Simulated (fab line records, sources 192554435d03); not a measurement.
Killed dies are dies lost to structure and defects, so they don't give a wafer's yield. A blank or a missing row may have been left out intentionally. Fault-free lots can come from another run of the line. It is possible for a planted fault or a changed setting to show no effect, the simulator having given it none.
fab line records | flow n5_finfet
[record] lots = 13 wafers = 39 last_day = 17
route steps=1938 shown BEOL_M9@1464 BEOL_M10@1472 PASSIVATION@1936
lots with no fault: from the same line, run without faults
start_h: hours from the record's first day to the start of the lot's first wafer shown | wait_h: hours elapsed since this lot's preceding step | " unchanged from the row above | L1.1+2: several wafers, shown together as one row | - no value, or no start given | * or withheld: withheld | < > ~ a bound
route shown NAME@n: a module of which the file shows steps, and the number in the route of the first | usual: mean/standard deviation of fault-free wafers | same: alike in all rows | chamber/n: place in a boat | sites: each site's reading | _std_site: how widely they spread, as a standard deviation | _edge_site: the outer-site mean with the inner-site mean subtracted | radius_mm: how far each site lies from the wafer's centre | mask NAME#n: copy n | behind: tool/chamber where the wafer was last shaped | hold: reason for holding the lot/hours on hold/outcome of the hold | device: transistor that didn't switch, given as n, p or np | end of line: tests of these same wafers at the route's end | where a step has no rows: the recipe by itself | killed: count of dies lost to structure and defects at first sort (not the wafer's yield) | map: shows each die of a wafer: x if killed, . if not, _ if none is there
set.NAME: the setting as run; set.NAME@STEP: as run at that earlier step | model.NAME: the simulator's own value behind a step, which no gauge read
steps of the route over a sample of lots; a table a step, a row a wafer
services: from which hour (start_h, from the record's first day; less than 0 if before it) a tool's chamber was out of use, for how many hours, and why
[[steps]]
[step N5_BEOL_M9_CMP_52]
[recipe] stop_on = SiCOH_lowk t_overpolish_s = 7 down_force_psi = 1 platen_rpm = 50 clearing_platen_down_force_psi = 1.5 clearing_platen_rpm = 50 post_cmp_clean = cu_alkaline target_thk_nm = 140 clearing_platen_pad_velocity_m_s = 0.99484 pad_velocity_m_s = 0.99484
[usual] barrier_field_endpoint_s = 29.3/0.58 clearing_platen_rpm = 50.000/0.025 motor_current_A = 6.2/0.65 overpolish_run_s = 7.001/0.01 time_to_endpoint_s = 67.0/2.5
// columns lot.wafer tool chamber start_h wait_h barrier_field_endpoint_s clearing_platen_rpm motor_current_A overpolish_run_s time_to_endpoint_s
L543.3 cmp-01 1 212.43 0.2 29.1 49.999 6.5 6.980 68.3
L543.1 " 3 " " 29.7 50.022 5.9 7.001 68.7
L543.6 " 1 " " 29.1 50.008 6.7 6.993 67.4
L545.2 cmp-01 1 219.16 0.3 28.6 50.041 6.8 7.024 62.5
L545.3 " 2 " " 28.8 49.951 5.5 7.017 61.9
L545.6 " 0 " " 29.7 49.999 5.7 6.990 63.9
L548.1 cmp-01 0 249.26 0.4 29.3 49.993 5.9 7.011 67.1
L548.6 " 1 " " 30.1 50.009 6.4 6.995 66.2
L548.5 " 2 " " 30.2 50.012 5.4 7.017 67.8
L549.4 cmp-03 2 251.75 0.2 29.9 49.977 6.3 7.018 67.0
L549.1 " 3 " " 29.5 49.997 5.9 7.000 68.4
L549.6 " 1 " " 30.0 49.973 6.0 7.027 69.2
L550.4 cmp-02 3 266.28 1.6 30.1 49.931 7.6 6.995 68.8
L550.5 " 3 " " 30.0 50.003 8.1 6.997 68.6
L550.6 " 0 " " 29.3 50.023 6.8 6.999 69.1
L551.2 cmp-02 2 266.96 0.2 28.7 49.988 6.1 6.999 67.2
L551.3 " 3 " " 29.3 49.993 8.0 7.000 68.7
L551.6 " 2 " " 29.5 49.967 6.2 6.983 68.3
L552.2 cmp-02 0 272.83 0.2 28.2 49.998 7.0 7.012 64.3
L552.4 " 1 " " 29.2 50.025 6.3 6.994 68.3
L552.1 " 3 " " 28.1 50.006 8.1 6.999 66.8
L561.4 cmp-01 0 315.15 0.2 16.4 49.999 5.9 6.998 37.8
L561.1 " 1 " " 29.5 50.064 6.6 7.010 67.4
L561.6 " 3 " " 16.3 49.957 5.9 6.996 37.6
L559.2 cmp-01 1 317.27 0.3 29.0 49.987 6.7 7.009 64.1
L559.5 " 3 " " 29.3 50.007 5.6 7.007 65.2
L559.6 " 0 " " 15.9 49.974 6.1 6.995 34.9
L563.2 cmp-03 1 341.41 0.4 29.0 49.983 6.1 7.010 69.6
L563.1 " 3 " " 30.2 49.989 6.1 7.003 70.4
L563.6 " 2 " " 29.5 50.008 5.9 6.988 68.0
L566.1 cmp-03 0 345.56 0.3 28.5 49.977 5.4 6.997 66.7
L566.2 " 1 " " 28.8 50.039 6.2 7.000 69.6
L566.5 " 1 " " 29.3 50.015 6.0 7.002 70.1
L562.4 cmp-02 1 345.75 0.1 29.4 49.986 6.0 7.009 67.1
L562.3 " 0 " " 29.6 49.989 7.0 6.990 69.5
L562.6 " 1 " " 29.8 50.024 6.3 6.996 67.7
L564.1 cmp-03 0 346.10 0.3 29.8 49.989 5.0 6.998 72.4
L564.2 " 1 " " 29.0 50.040 5.9 7.006 69.1
L564.4 " 3 " " 30.5 49.955 6.2 6.989 73.6
[step N5_BEOL_M10_THK_MEAS_01]
[recipe] reads = SiCOH_lowk_of_BEOL_M10_ILD_DEP_00
[usual] M10_ILD_THK = 268/3.4
// columns lot.wafer tool chamber start_h wait_h M10_ILD_THK[nm]
L543.1 film_metro-01 - 213.50 0.4 267
L543.3 " - " " 270
L543.6 " - " " 271
L545.2 film_metro-02 - 220.18 0.4 267
L545.3 " - " " 266
L545.6 " - " " 269
L548.1 film_metro-01 - 250.25 0.4 269
L548.5 " - " " 273
L548.6 " - " " 272
L549.1 film_metro-02 - 252.80 0.4 265
L549.4 " - " " 268
L549.6 " - " " 267
L550.4 film_metro-02 - 267.37 0.2 270
L550.5 " - " " 272
L550.6 " - " " 270
L551.2 film_metro-02 - 268.05 0.4 271
L551.3 " - " " 271
L551.6 " - " " 274
L552.1 film_metro-02 - 273.92 0.4 264
L552.2 " - " " 264
L552.4 " - " " 268
L561.1 film_metro-02 - 316.20 0.4 267
L561.4 " - " " 268
L561.6 " - " " 271
L559.2 film_metro-02 - 318.45 0.4 264
L559.5 " - " " 268
L559.6 " - " " 265
L563.1 film_metro-02 - 342.50 0.4 266
L563.2 " - " " 265
L563.6 " - " " 272
L566.1 film_metro-02 - 346.79 0.4 268
L566.2 " - " " 269
L566.5 " - " " 272
L562.3 film_metro-01 - 347.13 0.3 263
L562.4 " - " " 268
L562.6 " - " " 268
L564.1 film_metro-01 - 347.60 0.4 266
L564.2 " - " " 264
L564.4 " - " " 264
[step N5_PASSIVATION_PROBE_49]
[usual] defect_limited_yield = 91.3/1.3 killed_at_M0_to_M3 = 33/8.9 killed_at_M4_up = 15/5.4 killed_at_contacts = 13/5.8 killed_at_front_end = 39/9.9 killed_at_other = 3.2/2.9 killed_dies = 102/15 killed_on_rim = 13/3.7 killed_open = 68/12 killed_short = 34/7.6 sort_bin_5_function = 5.1/0.89 sort_bin_6_memory = 3.2/0.63 sort_n_pass = 1078/15 sort_yield_pct = 91.3/1.3
[same] gross_dies = 1180 killed_at_back_side = 0 sort_bin_4_leakage[%] = 0 sort_bin_8_speed[%] = 0
// columns lot.wafer tool chamber start_h wait_h defect_limited_yield[%] killed_at_M0_to_M3 killed_at_M4_up killed_at_contacts killed_at_front_end killed_at_other killed_dies killed_on_rim killed_open killed_short sort_bin_5_function[%] sort_bin_6_memory[%] sort_n_pass sort_yield_pct[%]
L543.1 prober-01 - 263.01 0.0 90.9 24 24 14 41 4 107 14 79 28 5.0 3.7 1073 90.9
L543.3 prober-01 - 263.11 0.1 92.7 27 12 11 33 3 86 12 56 30 3.9 3.3 1094 92.7
L543.6 prober-01 - 263.26 0.3 92.0 45 11 9 21 8 94 15 59 34 5.2 2.2 1086 92.0
L545.2 prober-02 - 268.61 0.1 90.0 33 15 15 55 0 118 18 88 30 5.9 3.9 1062 90.0
L545.3 prober-02 - 268.66 0.1 89.9 28 20 22 48 1 119 16 84 35 5.2 4.6 1061 89.9
L545.6 prober-02 - 268.81 0.3 92.4 17 27 11 35 0 90 11 63 27 4.7 3.0 1090 92.4
L548.1 prober-02 - 301.04 0.0 92.0 25 7 14 39 9 94 10 62 32 4.5 3.0 1086 92.0
L548.5 prober-02 - 301.24 0.2 92.4 20 21 16 29 4 90 9 63 27 5.0 2.4 1090 92.4
L548.6 prober-02 - 301.29 0.3 91.6 29 17 4 45 4 99 10 75 24 4.6 3.5 1081 91.6
L549.1 prober-02 - 306.13 0.0 92.7 34 11 6 32 3 86 13 49 37 4.0 2.9 1094 92.7
L549.4 prober-02 - 306.28 0.2 92.3 22 16 9 39 5 91 15 61 29 4.4 3.1 1089 92.3
L549.6 prober-02 - 306.38 0.3 92.3 17 17 19 37 1 91 12 65 24 4.3 3.3 1089 92.3
L550.4 prober-01 - 318.07 0.2 91.4 39 8 12 38 5 102 10 55 47 4.7 3.3 1078 91.4
L550.5 prober-01 - 318.12 0.2 90.3 36 13 16 45 4 114 12 79 35 5.2 4.2 1066 90.3
L550.6 prober-01 - 318.17 0.3 91.4 24 12 16 46 3 101 14 69 32 4.6 3.6 1079 91.4
L551.2 prober-01 - 324.75 0.1 92.5 29 11 12 36 0 88 11 54 33 5.1 2.2 1092 92.5
L551.3 prober-01 - 324.80 0.1 94.4 25 6 4 29 2 66 4 42 24 3.8 1.8 1114 94.4
L551.6 prober-01 - 324.95 0.3 93.0 24 7 20 28 4 83 9 55 27 4.5 2.3 1097 93.0
L552.1 prober-01 - 331.56 0.0 89.7 31 14 13 59 5 122 16 86 36 6.7 3.1 1058 89.7
L552.2 prober-01 - 331.61 0.1 92.2 26 21 3 40 2 92 14 54 38 4.0 3.5 1088 92.2
L552.4 prober-01 - 331.71 0.2 90.2 39 18 13 45 1 116 13 82 34 5.5 4.1 1064 90.2
L561.1 prober-01 - 369.10 0.0 91.9 34 10 10 32 9 95 13 54 40 4.7 3.0 1085 91.9
L561.4 prober-01 - 369.25 0.2 91.9 29 9 17 40 1 96 6 59 36 4.7 3.1 1084 91.9
L561.6 prober-01 - 369.35 0.3 91.8 50 9 17 21 0 97 14 66 29 4.7 3.2 1083 91.8
L559.2 prober-02 - 374.12 0.1 91.8 30 16 13 35 3 97 11 63 33 5.1 3.1 1083 91.8
L559.5 prober-02 - 374.27 0.2 91.7 20 13 16 44 5 98 15 69 28 5.3 2.7 1082 91.7
L559.6 prober-02 - 374.32 0.3 90.6 28 14 18 46 5 111 13 76 32 5.0 4.1 1069 90.6
L563.1 prober-02 - 396.61 0.0 91.3 39 16 7 36 5 103 15 77 26 5.3 2.7 1077 91.3
L563.2 prober-02 - 396.66 0.1 90.0 41 16 21 34 6 118 10 80 38 6.4 3.1 1062 90.0
L563.6 prober-02 - 396.86 0.3 91.5 35 13 12 36 4 100 20 71 29 5.2 3.1 1080 91.5
L562.3 prober-01 - 402.58 0.1 92.1 15 12 21 41 4 93 14 59 33 4.8 2.6 1087 92.1
L562.4 prober-01 - 402.63 0.2 90.3 41 12 16 41 5 115 14 77 37 5.9 3.3 1065 90.3
L562.6 prober-01 - 402.73 0.3 91.4 27 11 22 37 4 101 15 78 21 4.8 3.4 1079 91.4
L566.1 prober-02 - 403.86 0.0 92.2 25 10 12 45 0 92 15 62 30 4.6 2.9 1088 92.2
L566.2 prober-02 - 403.91 0.1 93.6 28 3 13 29 2 75 8 50 25 3.7 2.4 1105 93.6
L566.5 prober-02 - 404.06 0.2 91.0 34 12 10 49 1 106 14 68 38 5.6 2.8 1074 91.0
L564.1 prober-01 - 405.58 0.0 87.5 42 19 34 53 0 148 15 93 54 7.8 4.4 1032 87.5
L564.2 prober-01 - 405.63 0.1 90.2 30 19 17 48 2 116 14 74 42 5.2 4.4 1064 90.2
L564.4 prober-01 - 405.73 0.2 89.1 47 18 17 46 1 129 19 98 30 6.7 4.2 1051 89.1
// killed by level:class
L543.1 BEOL_M0_SAQP:geometric_particle:open=9 FIN_SAQP:geometric_particle:open=8 MOL_CONTACT_COAG:geometric_particle:open=8 BEOL_M4:geometric_particle:open=8 STARTING-WAFER:geometric_particle:open=7 MOL_CONTACT_COAG:geometric_particle:short=6 STI_FIN_REVEAL:geometric_particle:open=5 BEOL_M5:geometric_particle:open=5
L543.3 BEOL_M0_SAQP:geometric_particle:open=12 MOL_CONTACT_COAG:geometric_particle:open=9 BEOL_M0_SAQP:geometric_particle:short=8 FIN_SAQP:geometric_particle:short=7 STI_FIN_REVEAL:geometric_particle:open=5 DUMMY_GATE:geometric_particle:open=5 FIN_SAQP:geometric_particle:open=4 BEOL_M3:geometric_particle:open=4
L543.6 BEOL_M0_SAQP:geometric_particle:short=10 BEOL_M0_SAQP:geometric_particle:open=9 MOL_CONTACT_COAG:geometric_particle:open=8 BEOL_M3:geometric_particle:open=8 BEOL_M1:geometric_particle:open=6 BEOL_M3:geometric_particle:short=6 PASS1_CAP:geometric_particle:open=5 STARTING-WAFER:geometric_particle:open=5
L545.2 MOL_CONTACT_COAG:geometric_particle:open=14 DUMMY_GATE:geometric_particle:open=13 BEOL_M1:geometric_particle:open=13 STI_FIN_REVEAL:geometric_particle:open=9 BEOL_M4:geometric_particle:open=9 GATE_CUT:geometric_particle:short=9 FIN_SAQP:geometric_particle:short=8 BEOL_M2:geometric_particle:open=7
L545.3 STI_FIN_REVEAL:geometric_particle:open=21 MOL_CONTACT_COAG:geometric_particle:open=15 BEOL_M4:geometric_particle:open=14 GATE_CUT:geometric_particle:short=8 MOL_CONTACT_COAG:geometric_particle:short=7 BEOL_M0_SAQP:geometric_particle:open=6 BEOL_M2:geometric_particle:open=6 DUMMY_GATE:geometric_particle:open=4
L545.6 BEOL_M4:geometric_particle:open=20 STI_FIN_REVEAL:geometric_particle:open=10 MOL_CONTACT_COAG:geometric_particle:open=10 FIN_SAQP:geometric_particle:short=7 BEOL_M0_SAQP:geometric_particle:open=6 DUMMY_GATE:geometric_particle:open=4 GATE_CUT:geometric_particle:short=3 STARTING-WAFER:geometric_particle:short=3
L548.1 MOL_CONTACT_COAG:geometric_particle:open=13 FIN_SAQP:geometric_particle:open=9 FIN_SAQP:geometric_particle:short=8 BEOL_M2:geometric_particle:open=7 STI_FIN_REVEAL:geometric_particle:open=5 BEOL_M0_SAQP:geometric_particle:open=5 PASS1_CAP:geometric_particle:short=5 STARTING-WAFER:geometric_particle:open=4
L548.5 BEOL_M4:geometric_particle:open=12 MOL_CONTACT_COAG:geometric_particle:open=11 FIN_SAQP:geometric_particle:open=7 STI_FIN_REVEAL:geometric_particle:open=7 MOL_CONTACT_COAG:geometric_particle:short=5 BEOL_M0_SAQP:geometric_particle:open=4 BEOL_M1:geometric_particle:open=4 BEOL_M3:geometric_particle:open=4
L548.6 FIN_SAQP:geometric_particle:open=17 BEOL_M2:geometric_particle:open=11 BEOL_M4:geometric_particle:open=8 BEOL_M1:geometric_particle:open=6 STI_FIN_REVEAL:geometric_particle:open=6 ILD0:geometric_particle:short=6 BEOL_M3:geometric_particle:open=6 FIN_SAQP:geometric_particle:short=5
L549.1 BEOL_M3:geometric_particle:open=8 FIN_SAQP:geometric_particle:short=6 STI_FIN_REVEAL:geometric_particle:open=6 BEOL_M0_SAQP:geometric_particle:open=6 BEOL_M1:geometric_particle:short=5 STARTING-WAFER:geometric_particle:short=5 GATE_CUT:geometric_particle:short=4 BEOL_M1:geometric_particle:open=4
L549.4 STI_FIN_REVEAL:geometric_particle:open=15 BEOL_M4:geometric_particle:open=9 FIN_SAQP:geometric_particle:short=8 MOL_CONTACT_COAG:geometric_particle:open=6 DUMMY_GATE:geometric_particle:open=4 BEOL_M1:geometric_particle:open=4 BEOL_M2:geometric_particle:open=4 MOL_CONTACT_COAG:geometric_particle:short=3
L549.6 MOL_CONTACT_COAG:geometric_particle:open=16 STI_FIN_REVEAL:geometric_particle:open=9 BEOL_M4:geometric_particle:open=7 FIN_SAQP:geometric_particle:open=6 BEOL_M3:geometric_particle:open=5 BEOL_M8:geometric_particle:open=4 FIN_SAQP:geometric_particle:short=3 STI_FIN_REVEAL:geometric_particle:short=3
L550.4 BEOL_M0_SAQP:geometric_particle:short=13 FIN_SAQP:geometric_particle:short=9 BEOL_M0_SAQP:geometric_particle:open=9 FIN_SAQP:geometric_particle:open=8 MOL_CONTACT_COAG:geometric_particle:short=6 MOL_CONTACT_COAG:geometric_particle:open=6 STI_FIN_REVEAL:geometric_particle:open=4 DUMMY_GATE:geometric_particle:open=4
L550.5 BEOL_M0_SAQP:geometric_particle:open=14 MOL_CONTACT_COAG:geometric_particle:open=12 FIN_SAQP:geometric_particle:open=9 STI_FIN_REVEAL:geometric_particle:open=9 BEOL_M4:geometric_particle:open=8 BEOL_M2:geometric_particle:open=8 GATE_CUT:geometric_particle:short=7 BEOL_M0_SAQP:geometric_particle:short=7
L550.6 MOL_CONTACT_COAG:geometric_particle:open=13 FIN_SAQP:geometric_particle:short=12 FIN_SAQP:geometric_particle:open=11 BEOL_M0_SAQP:geometric_particle:open=8 STI_FIN_REVEAL:geometric_particle:open=7 BEOL_M2:geometric_particle:open=6 BEOL_M4:geometric_particle:open=4 STARTING-WAFER:geometric_particle:open=3
L551.2 STI_FIN_REVEAL:geometric_particle:open=10 MOL_CONTACT_COAG:geometric_particle:open=8 BEOL_M0_SAQP:geometric_particle:short=8 BEOL_M2:geometric_particle:open=6 FIN_SAQP:geometric_particle:short=5 STI_FIN_REVEAL:geometric_particle:short=5 MOL_CONTACT_COAG:geometric_particle:short=4 BEOL_M1:geometric_particle:open=4
L551.3 STI_FIN_REVEAL:geometric_particle:open=8 BEOL_M3:geometric_particle:open=7 FIN_SAQP:geometric_particle:short=6 BEOL_M2:geometric_particle:open=6 BEOL_M0_SAQP:geometric_particle:short=5 BEOL_M0_SAQP:geometric_particle:open=4 FIN_SAQP:geometric_particle:open=3 GATE_CUT:geometric_particle:short=3
L551.6 MOL_CONTACT_COAG:geometric_particle:open=12 MOL_CONTACT_COAG:geometric_particle:short=8 BEOL_M1:geometric_particle:open=8 BEOL_M2:geometric_particle:open=7 FIN_SAQP:geometric_particle:open=5 STI_FIN_REVEAL:geometric_particle:short=4 STI_FIN_REVEAL:geometric_particle:open=4 DUMMY_GATE:geometric_particle:open=4
L552.1 STI_FIN_REVEAL:geometric_particle:open=15 MOL_CONTACT_COAG:geometric_particle:open=11 FIN_SAQP:geometric_particle:short=10 FIN_SAQP:geometric_particle:open=9 DUMMY_GATE:geometric_particle:open=9 BEOL_M2:geometric_particle:open=8 BEOL_M4:geometric_particle:open=8 BEOL_M3:geometric_particle:open=5
L552.2 BEOL_M4:geometric_particle:open=7 DUMMY_GATE:geometric_particle:open=6 BEOL_M0:geometric_particle:open=6 FIN_SAQP:geometric_particle:short=5 STI_FIN_REVEAL:geometric_particle:open=5 GATE_CUT:geometric_particle:short=5 FIN_SAQP:geometric_particle:open=4 FIN_CUT:geometric_particle:short=4
L552.4 BEOL_M3:geometric_particle:open=13 STI_FIN_REVEAL:geometric_particle:open=9 FIN_SAQP:geometric_particle:short=8 MOL_CONTACT_COAG:geometric_particle:open=8 BEOL_M4:geometric_particle:open=8 FIN_SAQP:geometric_particle:open=6 GATE_CUT:geometric_particle:short=5 MOL_CONTACT_COAG:geometric_particle:short=5
L561.1 BEOL_M3:geometric_particle:open=13 MOL_CONTACT_COAG:geometric_particle:open=9 FIN_SAQP:geometric_particle:short=7 BEOL_M0_SAQP:geometric_particle:short=5 DUMMY_GATE:geometric_particle:open=4 BEOL_M0_SAQP:geometric_particle:open=4 MIM_TOP_ETCH:geometric_particle:short=4 FIN_SAQP:geometric_particle:open=3
L561.4 FIN_SAQP:geometric_particle:open=13 MOL_CONTACT_COAG:geometric_particle:open=10 FIN_SAQP:geometric_particle:short=7 MOL_CONTACT_COAG:geometric_particle:short=7 BEOL_M0_SAQP:geometric_particle:short=7 BEOL_M2:geometric_particle:open=7 ILD0:geometric_particle:open=5 STI_FIN_REVEAL:geometric_particle:open=4
L561.6 BEOL_M0_SAQP:geometric_particle:open=15 BEOL_M3:geometric_particle:open=13 MOL_CONTACT_COAG:geometric_particle:open=13 BEOL_M0_SAQP:geometric_particle:short=7 FIN_SAQP:geometric_particle:open=5 BEOL_M3:geometric_particle:short=5 MOL_CONTACT_COAG:geometric_particle:short=4 FIN_SAQP:geometric_particle:short=3
L559.2 MOL_CONTACT_COAG:geometric_particle:open=9 BEOL_M0_SAQP:geometric_particle:short=9 STI_FIN_REVEAL:geometric_particle:open=8 BEOL_M4:geometric_particle:open=8 BEOL_M3:geometric_particle:open=8 DUMMY_GATE:geometric_particle:open=7 FIN_SAQP:geometric_particle:short=5 MOL_CONTACT_COAG:geometric_particle:short=4
L559.5 STI_FIN_REVEAL:geometric_particle:open=14 MOL_CONTACT_COAG:geometric_particle:open=13 FIN_SAQP:geometric_particle:open=10 BEOL_M4:geometric_particle:open=8 STI_FIN_REVEAL:geometric_particle:short=6 BEOL_M3:geometric_particle:open=5 FIN_SAQP:geometric_particle:short=4 BEOL_M0_SAQP:geometric_particle:short=4
L559.6 STI_FIN_REVEAL:geometric_particle:open=16 MOL_CONTACT_COAG:geometric_particle:open=13 BEOL_M0_SAQP:geometric_particle:open=9 DUMMY_GATE:geometric_particle:open=7 BEOL_M0_SAQP:geometric_particle:short=6 STARTING-WAFER:geometric_particle:open=5 MOL_CONTACT_COAG:geometric_particle:short=5 BEOL_M3:geometric_particle:open=5
L563.1 FIN_SAQP:geometric_particle:open=16 BEOL_M0_SAQP:geometric_particle:open=9 BEOL_M2:geometric_particle:open=6 BEOL_M0:geometric_particle:open=6 BEOL_M3:geometric_particle:open=6 MOL_CONTACT_COAG:geometric_particle:open=5 BEOL_M0_SAQP:geometric_particle:short=5 BEOL_M4:geometric_particle:open=5
L563.2 MOL_CONTACT_COAG:geometric_particle:open=19 BEOL_M0_SAQP:geometric_particle:short=13 FIN_SAQP:geometric_particle:open=10 STI_FIN_REVEAL:geometric_particle:open=9 BEOL_M0_SAQP:geometric_particle:open=7 BEOL_M1:geometric_particle:open=7 BEOL_M1:geometric_particle:short=5 BEOL_M7:geometric_particle:open=5
L563.6 BEOL_M1:geometric_particle:open=12 BEOL_M4:geometric_particle:open=9 STI_FIN_REVEAL:geometric_particle:open=7 MOL_CONTACT_COAG:geometric_particle:open=7 BEOL_M0_SAQP:geometric_particle:open=7 BEOL_M3:geometric_particle:open=6 GATE_CUT:geometric_particle:short=5 MOL_CONTACT_COAG:geometric_particle:short=5
L562.3 MOL_CONTACT_COAG:geometric_particle:open=18 FIN_SAQP:geometric_particle:open=13 FIN_SAQP:geometric_particle:short=6 STI_FIN_REVEAL:geometric_particle:open=6 BEOL_M4:geometric_particle:open=6 BEOL_M2:geometric_particle:open=4 BEOL_M4:geometric_particle:short=4 GATE_CUT:geometric_particle:short=3
L562.4 MOL_CONTACT_COAG:geometric_particle:open=15 BEOL_M2:geometric_particle:open=13 BEOL_M0_SAQP:geometric_particle:short=10 FIN_SAQP:geometric_particle:open=8 STI_FIN_REVEAL:geometric_particle:open=8 FIN_SAQP:geometric_particle:short=7 DUMMY_GATE:geometric_particle:open=7 BEOL_M0_SAQP:geometric_particle:open=7
L562.6 MOL_CONTACT_COAG:geometric_particle:open=22 FIN_SAQP:geometric_particle:open=11 BEOL_M4:geometric_particle:open=7 STI_FIN_REVEAL:geometric_particle:open=6 BEOL_M0_SAQP:geometric_particle:open=6 STARTING-WAFER:geometric_particle:open=5 BEOL_M0:geometric_particle:open=4 BEOL_M3:geometric_particle:open=4
L566.1 STI_FIN_REVEAL:geometric_particle:open=11 MOL_CONTACT_COAG:geometric_particle:open=11 FIN_SAQP:geometric_particle:short=8 BEOL_M4:geometric_particle:open=8 BEOL_M0_SAQP:geometric_particle:short=7 STARTING-WAFER:geometric_particle:short=7 DUMMY_GATE:geometric_particle:open=5 BEOL_M1:geometric_particle:open=5
L566.2 MOL_CONTACT_COAG:geometric_particle:open=10 BEOL_M0_SAQP:geometric_particle:open=9 BEOL_M1:geometric_particle:open=8 STI_FIN_REVEAL:geometric_particle:open=6 GATE_CUT:geometric_particle:short=6 GATE_CUT:geometric_particle:open=3 MOL_CONTACT_COAG:geometric_particle:short=3 BEOL_M2:geometric_particle:short=3
L566.5 BEOL_M1:geometric_particle:open=13 FIN_SAQP:geometric_particle:short=12 MOL_CONTACT_COAG:geometric_particle:open=10 STI_FIN_REVEAL:geometric_particle:open=8 BEOL_M4:geometric_particle:open=8 GATE_CUT:geometric_particle:short=7 FIN_SAQP:geometric_particle:open=6 GATE_CUT:geometric_particle:open=5
L564.1 MOL_CONTACT_COAG:geometric_particle:open=26 BEOL_M1:geometric_particle:open=12 BEOL_M4:geometric_particle:short=11 DUMMY_GATE:geometric_particle:open=10 MOL_CONTACT_COAG:geometric_particle:short=8 STI_FIN_REVEAL:geometric_particle:open=7 FIN_SAQP:geometric_particle:short=6 FIN_SAQP:geometric_particle:open=6
L564.2 MOL_CONTACT_COAG:geometric_particle:open=13 BEOL_M2:geometric_particle:open=8 STI_FIN_REVEAL:geometric_particle:open=8 FIN_SAQP:geometric_particle:open=6 DUMMY_GATE:geometric_particle:open=6 BEOL_M3:geometric_particle:open=6 BEOL_M4:geometric_particle:open=6 ILD0:geometric_particle:short=5
L564.4 BEOL_M3:geometric_particle:open=21 DUMMY_GATE:geometric_particle:open=13 MOL_CONTACT_COAG:geometric_particle:open=12 FIN_SAQP:geometric_particle:open=6 BEOL_M0:geometric_particle:open=6 BEOL_M2:geometric_particle:open=6 BEOL_M4:geometric_particle:open=6 STI_FIN_REVEAL:geometric_particle:open=5
[[services]]
// columns tool chamber start_h hours kind
cmp-03 - 210.09 40.3 repair
cmp-02 - 226.81 4.0 pm
cmp-02 - 230.81 - consumable_replace:conditioner
cmp-02 - 230.81 - consumable_replace:pad
cmp-02 - 232.15 6.3 pm
cmp-02 - 253.63 2.3 repair
cmp-01 - 326.51 0.5 repair
cmp-02 - 328.09 3.5 repair
cmp-02 - 341.77 0.2 repair
[[key]]
[first_sign] step = N5_BEOL_M9_CMP_52 reading = barrier_field_endpoint_s direction = down sigmas = 23 usual = 29.3 struck = 16.2
[effect] step = N5_BEOL_M9_CMP_52 reading = time_to_endpoint_s direction = down sigmas = 12 usual = * struck = *
met_at N5_BEOL_M9_CMP_52
struck_lots L559,L561
struck_wafers L559.6,L561.4,L561.6
not_acting_at N5_BEOL_M10_THK_MEAS_01
onset_between 249.26 315.15
[fault] kind = process_parameter_drift tool = cmp-01 chamber = - onset_h = 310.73 steps = N5_BEOL_M9_CMP_52 channel = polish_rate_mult offset = 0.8 shape = step end_h = 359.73 scope = struck_wafers_only
